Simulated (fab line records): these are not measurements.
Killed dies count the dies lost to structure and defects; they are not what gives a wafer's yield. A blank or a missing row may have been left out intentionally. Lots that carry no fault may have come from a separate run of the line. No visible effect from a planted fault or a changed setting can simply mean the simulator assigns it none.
Chamber matching || flow nand harc || 4 sister chambers for NHARC_A_CONTACT_ETCH_75 on rie diel-01
The step etches the open film in CF4, target depth 39 nm, time 65 s. 4 wafers are shown with their chamber, then 7 later ones without.

WAFERS WITH THEIR CHAMBER
{"wafer": "L088.2", "chamber": 0, "showerhead plenum p Torr (Torr)": 1.81}
{"wafer": "L088.6", "chamber": 3, "showerhead plenum p Torr (Torr)": 1.74}
{"wafer": "L090.1", "chamber": 1, "showerhead plenum p Torr (Torr)": 1.90}
{"wafer": "L090.2", "chamber": 2, "showerhead plenum p Torr (Torr)": 1.69}

WAFERS WITHOUT THEIR CHAMBER
{"wafer": "L090.4", "showerhead plenum p Torr (Torr)": 1.74}
{"wafer": "L091.1", "showerhead plenum p Torr (Torr)": 1.81}
{"wafer": "L091.3", "showerhead plenum p Torr (Torr)": 1.74}
{"wafer": "L091.5", "showerhead plenum p Torr (Torr)": 1.90}
{"wafer": "L094.1", "showerhead plenum p Torr (Torr)": 1.89}
{"wafer": "L094.3", "showerhead plenum p Torr (Torr)": 1.69}
{"wafer": "L094.5", "showerhead plenum p Torr (Torr)": 1.73}

THE CHAMBER EACH PASSED THROUGH
{"wafer": "L090.4", "from the rows above": 3, "in truth": 3}
{"wafer": "L091.1", "from the rows above": 0, "in truth": 0}
{"wafer": "L091.3", "from the rows above": 3, "in truth": 3}
{"wafer": "L091.5", "from the rows above": 1, "in truth": 1}
{"wafer": "L094.1", "from the rows above": 1, "in truth": 1}
{"wafer": "L094.3", "from the rows above": 2, "in truth": 2}
{"wafer": "L094.5", "from the rows above": 3, "in truth": 3}
Correctly placed: 7 of 7. Can't be placed from these rows: 0. Wrongly placed: 0.
How it was worked out, from the rows above alone: a wafer's distance from a chamber is the root of the sum, over the readings, of the square of ((its reading less the chamber's mean) divided by the reading's scatter). The wafer belongs to the nearest chamber; if the next one is less than 2 further off, it can't be placed. The mean given for a chamber averages the wafers shown for that chamber. The scatter (one wafer shown for each chamber): square how far every hidden wafer sits from the nearest shown wafer, average those squares and take the square root.
